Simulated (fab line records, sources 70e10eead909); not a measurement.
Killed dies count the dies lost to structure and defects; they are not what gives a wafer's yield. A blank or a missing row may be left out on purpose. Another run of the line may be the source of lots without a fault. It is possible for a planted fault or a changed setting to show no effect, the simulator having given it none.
Matching of chambers    flow nand-harc    NHARC_A_CONTACT_DESCUM_47 on rie-diel-08: 4 sister chambers
The step chemistry O2, time 3 s. 4 wafers are shown with their chamber, then 9 later ones without.

## WAFERS PAIRED WITH THEIR CHAMBERS
wafer   chamber  showerhead-plenum-p-Torr (Torr)
L765.1  1        1.84
L768.2  2        2.00
L768.5  0        1.97
L768.6  3        2.00

## WAFERS WITHOUT THEIR CHAMBER
wafer   showerhead-plenum-p-Torr (Torr)
L770.3  1.97
L770.4  1.83
L770.6  2.00
L771.2  2.00
L771.5  2.00
L771.6  2.00
L774.3  1.99
L774.4  2.00
L774.6  1.97

## WHICH CHAMBER EACH ONE RAN IN
wafer   from the rows above      in truth
L770.3  0                        0
L770.4  1                        1
L770.6  can't be placed: 2 or 3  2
L771.2  can't be placed: 2 or 3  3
L771.5  can't be placed: 2 or 3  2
L771.6  can't be placed: 2 or 3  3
L774.3  can't be placed: 2 or 3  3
L774.4  can't be placed: 2 or 3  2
L774.6  0                        0
Placed correctly: 3 of 9. Cannot be placed on the basis of these rows: 6; the candidates contain the true chamber in 6. Number placed wrongly: 0.
How it was worked out, from the rows above alone: a wafer's distance from a chamber is the root of the sum, over the readings, of the square of ((its reading less the chamber's mean) divided by the reading's scatter). The wafer belongs to the nearest chamber; if the next one is less than 2 further off, it can't be placed. For every chamber, the mean is computed from those of its wafers that are shown. The scatter (one wafer shown for each chamber): square how far every hidden wafer sits from the nearest shown wafer, average those squares and take the square root.
